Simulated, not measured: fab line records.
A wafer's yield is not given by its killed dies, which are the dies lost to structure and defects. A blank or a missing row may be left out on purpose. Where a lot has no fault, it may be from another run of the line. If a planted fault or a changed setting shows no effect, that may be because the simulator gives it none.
Which of the tools did it? :: flow nand harc :: 12 lots with 36 wafers sampled at 5 steps, on a route of 1302 steps

## WHAT EACH GAUGE READ, for each wafer
NHARC_THIN_TSV_THK_MEAS_02: measures by ir.
lot: L577
measured: day 24 07:43
on: film metro-02
thk nm (nm): 3130 3051 2869

lot: L580
measured: day 24 12:40
on: film metro-02
thk nm (nm): 2857 2689 2582

lot: L582
measured: day 25 16:05
on: film metro-01
thk nm (nm): 2704 2933 2892

lot: L581
measured: day 25 14:52
on: film metro-01
thk nm (nm): 3352 2955 2897

lot: L583
measured: day 26 04:06
on: film metro-02
thk nm (nm): 3022 3469 3205

lot: L584
measured: day 26 02:54
on: film metro-02
thk nm (nm): 3164 2964 3093

lot: L585
measured: day 27 13:48
on: film metro-01
thk nm (nm): 2495 2506 2647

lot: L586
measured: day 27 21:14
on: film metro-02
thk nm (nm): 2923 3148 2865

lot: L587
measured: day 27 15:00
on: film metro-01
thk nm (nm): 2628 2739 2867

lot: L591
measured: day 30 00:45
on: film metro-02
thk nm (nm): 2956 2767 2962

lot: L599
measured: day 33 00:41
on: film metro-02
thk nm (nm): 3053 2767 3070

lot: L600
measured: day 33 12:23
on: film metro-01
thk nm (nm): 3058 2562 2680

NHARC_END_SORT_01.
lot: L587
measured: day 28 08:12
on: prober-02
killed at array: 113 121 124
killed at other: 0 0 0
killed at periphery: 6 5 8
killed dies: 119 126 132
killed open: 4 5 3
killed short: 3 1 1

lot: L591
measured: day 30 19:53
on: prober-02
killed at array: 137 125 132
killed at other: 0 0 2
killed at periphery: 4 2 3
killed dies: 141 127 137
killed open: 5 5 5
killed short: 4 4 0

## TOOL THAT RAN EACH LOT (tool first, then ch and the chambers of the sampled wafers, then the start)
lot: L577
NHARC_A_STAIRCASE_ETCH_271: rie diel-11 ch 0,3, day 16 13:08
NHARC_THIN_TSV_DESCUM_14: rie diel-02 ch 0,1,3, day 24 09:02
NHARC_THIN_TSV_PRE_CLEAN_54: pvd sputter-03, day 24 13:41

lot: L580
NHARC_A_STAIRCASE_ETCH_271: rie diel-13 ch 1,2, day 17 12:32
NHARC_THIN_TSV_DESCUM_14: rie diel-06 ch 0,1, day 24 13:52
NHARC_THIN_TSV_PRE_CLEAN_54: pvd sputter-03, day 24 18:34

lot: L582
NHARC_A_STAIRCASE_ETCH_271: rie diel-03 ch 1,3, day 18 02:34
NHARC_THIN_TSV_DESCUM_14: rie diel-01 ch 1,2,3, day 25 17:11
NHARC_THIN_TSV_PRE_CLEAN_54: pvd sputter-01, day 25 22:02

lot: L581
NHARC_A_STAIRCASE_ETCH_271: rie diel-13 ch 0,1, day 18 04:23
NHARC_THIN_TSV_DESCUM_14: rie diel-06 ch 0,2,3, day 25 16:06
NHARC_THIN_TSV_PRE_CLEAN_54: pvd sputter-03, day 25 21:03

lot: L583
NHARC_A_STAIRCASE_ETCH_271: rie diel-13 ch 2,3, day 18 22:00
NHARC_THIN_TSV_DESCUM_14: rie diel-01 ch 0,1, day 26 05:11
NHARC_THIN_TSV_PRE_CLEAN_54: pvd sputter-01, day 26 09:59

lot: L584
NHARC_A_STAIRCASE_ETCH_271: rie diel-11 ch 0,3, day 18 22:26
NHARC_THIN_TSV_DESCUM_14: rie diel-06 ch 0,2, day 26 04:07
NHARC_THIN_TSV_PRE_CLEAN_54: pvd sputter-02, day 26 08:53

lot: L585
NHARC_A_STAIRCASE_ETCH_271: rie diel-11 ch 2,3, day 20 07:12
NHARC_THIN_TSV_DESCUM_14: rie diel-02 ch 1,2,3, day 27 15:01
NHARC_THIN_TSV_PRE_CLEAN_54: pvd sputter-03, day 27 19:42

lot: L586
NHARC_A_STAIRCASE_ETCH_271: rie diel-13 ch 0,3, day 20 08:46
NHARC_THIN_TSV_DESCUM_14: rie diel-01 ch 1,3, day 27 22:19
NHARC_THIN_TSV_PRE_CLEAN_54: pvd sputter-01, day 28 03:00

lot: L587
NHARC_A_STAIRCASE_ETCH_271: rie diel-11 ch 0,1, day 20 14:54
NHARC_THIN_TSV_DESCUM_14: rie diel-01 ch 0,1,3, day 27 16:14
NHARC_THIN_TSV_PRE_CLEAN_54: pvd sputter-03, day 27 20:54

lot: L591
NHARC_A_STAIRCASE_ETCH_271: rie diel-11 ch 0,1,2, day 22 12:09
NHARC_THIN_TSV_DESCUM_14: rie diel-01 ch 1,2, day 30 01:58
NHARC_THIN_TSV_PRE_CLEAN_54: pvd sputter-01, day 30 07:20

lot: L599
NHARC_A_STAIRCASE_ETCH_271: rie diel-13 ch 0,1,3, day 25 19:14
NHARC_THIN_TSV_DESCUM_14: rie diel-06 ch 0,1,2, day 33 02:02
NHARC_THIN_TSV_PRE_CLEAN_54: pvd sputter-03, day 33 06:50

lot: L600
NHARC_A_STAIRCASE_ETCH_271: rie diel-13 ch 0,1,3, day 26 02:52
NHARC_THIN_TSV_DESCUM_14: rie diel-06 ch 0,1,2, day 33 13:41
NHARC_THIN_TSV_PRE_CLEAN_54: pvd sputter-01, day 33 18:38
- NHARC_A_STAIRCASE_ETCH_271: etches the open film in CF4/CHF3.
- NHARC_THIN_TSV_DESCUM_14: chemistry O2, time 3 s.
- NHARC_THIN_TSV_PRE_CLEAN_54: time 30 s.

## WHAT THE TOOLS THEMSELVES READ (means of the sampled wafers that have a number; where no wafer has one, the mark that the record gives instead)
NHARC_A_STAIRCASE_ETCH_271.
lot: L577
tool: rie diel-11
chf3 flow sccm (sccm): 29.95
drypump motor current A (A): 6.1
oes product au (a.u.): 0.974
rf vpp V (V): 374.5
showerhead plenum p Torr (Torr): 1.69
throttle valve pct (%): 16.804

lot: L580
tool: rie diel-13
chf3 flow sccm (sccm): 30.04
drypump motor current A (A): 5.1
oes product au (a.u.): 0.953
rf vpp V (V): 369.2
showerhead plenum p Torr (Torr): 1.53
throttle valve pct (%): 16.800

lot: L582
tool: rie diel-03
chf3 flow sccm (sccm): 29.95
drypump motor current A (A): 5.5
oes product au (a.u.): 0.974
rf vpp V (V): 370.1
showerhead plenum p Torr (Torr): 1.56
throttle valve pct (%): 16.799

lot: L581
tool: rie diel-13
chf3 flow sccm (sccm): 30.01
drypump motor current A (A): 5.4
oes product au (a.u.): 0.926
rf vpp V (V): 369.5
showerhead plenum p Torr (Torr): 1.53
throttle valve pct (%): 16.794

lot: L583
tool: rie diel-13
chf3 flow sccm (sccm): 29.93
drypump motor current A (A): 5.5
oes product au (a.u.): 0.926
rf vpp V (V): 369.7
showerhead plenum p Torr (Torr): 1.57
throttle valve pct (%): 16.802

lot: L584
tool: rie diel-11
chf3 flow sccm (sccm): 30.09
drypump motor current A (A): 6.1
oes product au (a.u.): 0.960
rf vpp V (V): 373.3
showerhead plenum p Torr (Torr): 1.68
throttle valve pct (%): 16.805

lot: L585
tool: rie diel-11
chf3 flow sccm (sccm): 30.04
drypump motor current A (A): 5.9
oes product au (a.u.): 0.947
rf vpp V (V): 371.8
showerhead plenum p Torr (Torr): 1.63
throttle valve pct (%): 16.806

lot: L586
tool: rie diel-13
chf3 flow sccm (sccm): 30.00
drypump motor current A (A): 5.6
oes product au (a.u.): 0.931
rf vpp V (V): 372.9
showerhead plenum p Torr (Torr): 1.64
throttle valve pct (%): 16.801

lot: L587
tool: rie diel-11
chf3 flow sccm (sccm): 30.10
drypump motor current A (A): 6.1
oes product au (a.u.): 0.931
rf vpp V (V): 372.0
showerhead plenum p Torr (Torr): 1.63
throttle valve pct (%): 16.800

lot: L591
tool: rie diel-11
chf3 flow sccm (sccm): 30.03
drypump motor current A (A): 5.9
oes product au (a.u.): 0.923
rf vpp V (V): 370.9
showerhead plenum p Torr (Torr): 1.58
throttle valve pct (%): 16.808

lot: L599
tool: rie diel-13
chf3 flow sccm (sccm): 29.96
drypump motor current A (A): 5.5
oes product au (a.u.): 0.963
rf vpp V (V): 370.6
showerhead plenum p Torr (Torr): 1.58
throttle valve pct (%): 16.808

lot: L600
tool: rie diel-13
chf3 flow sccm (sccm): 29.98
drypump motor current A (A): 5.5
oes product au (a.u.): 0.926
rf vpp V (V): 369.9
showerhead plenum p Torr (Torr): 1.57
throttle valve pct (%): 16.801

NHARC_THIN_TSV_DESCUM_14.
lot: L577
tool: rie diel-02
drypump motor current A (A): 5.6
oes product au (a.u.): 1.001
rf vpp V (V): 58.3
showerhead plenum p Torr (Torr): 1.85
throttle valve pct (%): 11.317

lot: L580
tool: rie diel-06
drypump motor current A (A): 5.6
oes product au (a.u.): 1.001
rf vpp V (V): 58.1
showerhead plenum p Torr (Torr): 1.97
throttle valve pct (%): 11.310

lot: L582
tool: rie diel-01
drypump motor current A (A): 6.1
oes product au (a.u.): 0.994
rf vpp V (V): 57.6
showerhead plenum p Torr (Torr): 1.95
throttle valve pct (%): 11.310

lot: L581
tool: rie diel-06
drypump motor current A (A): 5.8
oes product au (a.u.): 0.995
rf vpp V (V): 57.9
showerhead plenum p Torr (Torr): 2.01
throttle valve pct (%): 11.314

lot: L583
tool: rie diel-01
drypump motor current A (A): 5.8
oes product au (a.u.): 1.001
rf vpp V (V): 57.0
showerhead plenum p Torr (Torr): 1.86
throttle valve pct (%): 11.306

lot: L584
tool: rie diel-06
drypump motor current A (A): 5.8
oes product au (a.u.): 0.991
rf vpp V (V): 58.6
showerhead plenum p Torr (Torr): 2.01
throttle valve pct (%): 11.317

lot: L585
tool: rie diel-02
drypump motor current A (A): 5.6
oes product au (a.u.): 1.005
rf vpp V (V): 57.6
showerhead plenum p Torr (Torr): 1.88
throttle valve pct (%): 11.312

lot: L586
tool: rie diel-01
drypump motor current A (A): 6.5
oes product au (a.u.): 1.002
rf vpp V (V): 57.7
showerhead plenum p Torr (Torr): 1.98
throttle valve pct (%): 11.314

lot: L587
tool: rie diel-01
drypump motor current A (A): 6.1
oes product au (a.u.): 0.995
rf vpp V (V): 58.1
showerhead plenum p Torr (Torr): 1.92
throttle valve pct (%): 11.305

lot: L591
tool: rie diel-01
drypump motor current A (A): 6.1
oes product au (a.u.): 0.989
rf vpp V (V): 58.3
showerhead plenum p Torr (Torr): 1.94
throttle valve pct (%): 11.311

lot: L599
tool: rie diel-06
drypump motor current A (A): 5.6
oes product au (a.u.): 0.993
rf vpp V (V): 57.4
showerhead plenum p Torr (Torr): 1.93
throttle valve pct (%): 11.312

lot: L600
tool: rie diel-06
drypump motor current A (A): 5.5
oes product au (a.u.): 0.996
rf vpp V (V): 57.6
showerhead plenum p Torr (Torr): 1.93
throttle valve pct (%): 11.310

NHARC_THIN_TSV_PRE_CLEAN_54.
lot: L577
tool: pvd sputter-03
heater power w (W): 376
susceptor temp C (C): 279.97

lot: L580
tool: pvd sputter-03
heater power w (W): 378
susceptor temp C (C): 280.12

lot: L582
tool: pvd sputter-01
heater power w (W): 452
susceptor temp C (C): 280.10

lot: L581
tool: pvd sputter-03
heater power w (W): 382
susceptor temp C (C): 279.99

lot: L583
tool: pvd sputter-01
heater power w (W): 466
susceptor temp C (C): 279.95

lot: L584
tool: pvd sputter-02
heater power w (W): 382
susceptor temp C (C): 279.92

lot: L585
tool: pvd sputter-03
heater power w (W): 400
susceptor temp C (C): 279.97

lot: L586
tool: pvd sputter-01
heater power w (W): 452
susceptor temp C (C): 280.04

lot: L587
tool: pvd sputter-03
heater power w (W): 366
susceptor temp C (C): 280.09

lot: L591
tool: pvd sputter-01
heater power w (W): 457
susceptor temp C (C): 280.15

lot: L599
tool: pvd sputter-03
heater power w (W): 372
susceptor temp C (C): 279.98

lot: L600
tool: pvd sputter-01
heater power w (W): 492
susceptor temp C (C): 279.85

## THE ANSWER, worked out from the rows above alone
Rule: the lots themselves supply what counts as usual. Put in order of their means at a reading, lots are off if they are a third of the lots or fewer, leave a main group of 4 or more, and stand apart from it by a gap of 3 or more times the standard deviation of the main group's means; of several such gaps the widest counts. The tables above print the reading to a certain number of digits; a main group whose means all agree to those digits is not used. A lot without any number at a reading at which 4 lots or more have one is off too. Where the step has rows for the other lots, those lots are counted as sound. The gauges are gone through in route order, then the tools' own readings, and for those a lot's mean is taken as printed above. At the first step where some lot is off, the reading lying furthest off is the one used; lots without a number count as furthest.
Across all readings shown, no lot is off: no conclusion can be drawn from this.

## WHAT WAS PUT IN BY THE SIMULATOR
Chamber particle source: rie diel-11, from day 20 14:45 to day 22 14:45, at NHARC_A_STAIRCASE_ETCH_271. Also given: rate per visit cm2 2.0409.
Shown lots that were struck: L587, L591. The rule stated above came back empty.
